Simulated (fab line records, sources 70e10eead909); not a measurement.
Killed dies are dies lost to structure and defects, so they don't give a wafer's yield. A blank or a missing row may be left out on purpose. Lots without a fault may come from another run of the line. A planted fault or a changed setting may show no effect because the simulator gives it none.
Chamber matching | flow nand_harc | NHARC_A_STAIRCASE_ETCHBACK_157 on rie_diel-12: 4 sister chambers
The step etches the open film in CH3F/O2, target depth 90 nm, time 167.14 s. 8 wafers are shown with their chamber, then 9 later ones without.

WAFERS WITH THEIR CHAMBER
wafer  | chamber | showerhead_plenum_p_Torr (Torr) | rf_vpp_V (V)
L087.2 | 3       | 2.58                            | 246.1
L087.4 | 1       | 2.41                            | 245.4
L089.1 | 3       | 2.58                            | 245.3
L089.3 | 2       | 2.33                            | 242.7
L089.4 | 1       | 2.40                            | 243.1
L088.3 | 2       | 2.33                            | 241.2
L088.4 | 0       | 2.64                            | 245.8
L088.6 | 0       | 2.64                            | 246.9

WAFERS WITHOUT THEIR CHAMBER
wafer  | showerhead_plenum_p_Torr (Torr) | rf_vpp_V (V)
L095.1 | 2.40                            | 245.4
L095.4 | 2.32                            | 240.4
L095.5 | 2.40                            | 243.3
L094.2 | 2.64                            | 247.3
L094.5 | 2.32                            | 241.4
L094.6 | 2.40                            | 244.6
L096.1 | 2.40                            | 243.9
L096.5 | 2.64                            | 245.8
L096.6 | 2.57                            | 245.9

WHICH CHAMBER EACH WENT THROUGH
wafer  | from the rows above | in truth
L095.1 | 1                   | 1
L095.4 | 2                   | 2
L095.5 | 1                   | 1
L094.2 | 0                   | 0
L094.5 | 2                   | 2
L094.6 | 1                   | 1
L096.1 | 1                   | 1
L096.5 | 0                   | 0
L096.6 | 3                   | 3
Placed correctly: 9 of 9. Can't be placed from these rows: 0. Placed wrongly: 0.
How it was worked out, from the rows above alone: a wafer's distance from a chamber is the root of the sum, over the readings, of the square of ((its reading less the chamber's mean) divided by the reading's scatter). The wafer belongs to the nearest chamber; if the next one is less than 2 further off, it can't be placed. A chamber's mean is the mean of its shown wafers. The scatter: the root of (the sum of the squares of (reading less its chamber's mean) over the shown wafers, divided by (wafers less chambers)).
